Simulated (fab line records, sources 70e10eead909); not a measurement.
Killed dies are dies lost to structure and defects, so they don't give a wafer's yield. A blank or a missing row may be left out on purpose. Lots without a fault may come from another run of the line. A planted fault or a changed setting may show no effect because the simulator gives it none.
Chamber matching | flow nand_harc | NHARC_P_M1_ETCH_35 on rie_diel-10: 4 sister chambers
The step etches the open film in N2/H2, target depth 40 nm, overetch 12 nm, time 43.94 s. 4 wafers are shown with their chamber, then 9 later ones without.

WAFERS WITH THEIR CHAMBER
wafer  | chamber | rf_vpp_V (V)
L085.1 | 2       | 427.0
L091.3 | 1       | 434.6
L091.4 | 3       | 429.6
L091.5 | 0       | 430.6

WAFERS WITHOUT THEIR CHAMBER
wafer  | rf_vpp_V (V)
L093.1 | 428.5
L093.3 | 432.9
L093.5 | 431.2
L092.3 | 435.2
L092.5 | 427.7
L092.6 | 431.1
L097.1 | 430.5
L097.2 | 435.0
L097.6 | 431.6

WHICH CHAMBER EACH WENT THROUGH
wafer  | from the rows above          | in truth
L093.1 | can't be placed: 3 or 2 or 0 | 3
L093.3 | can't be placed: 1 or 0 or 3 | 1
L093.5 | can't be placed: 0 or 3      | 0
L092.3 | 1                            | 1
L092.5 | can't be placed: 2 or 3      | 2
L092.6 | can't be placed: 0 or 3      | 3
L097.1 | can't be placed: 0 or 3      | 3
L097.2 | 1                            | 1
L097.6 | can't be placed: 0 or 3      | 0
Placed correctly: 2 of 9. Can't be placed from these rows: 7 (the true chamber is among the candidates in 7). Placed wrongly: 0.
How it was worked out, from the rows above alone: a wafer's distance from a chamber is the root of the sum, over the readings, of the square of ((its reading less the chamber's mean) divided by the reading's scatter). The wafer belongs to the nearest chamber; if the next one is less than 2 further off, it can't be placed. A chamber's mean is the mean of its shown wafers. The scatter: with one shown wafer a chamber, the root of the mean of the squares of how far each hidden wafer lies from its nearest shown one.
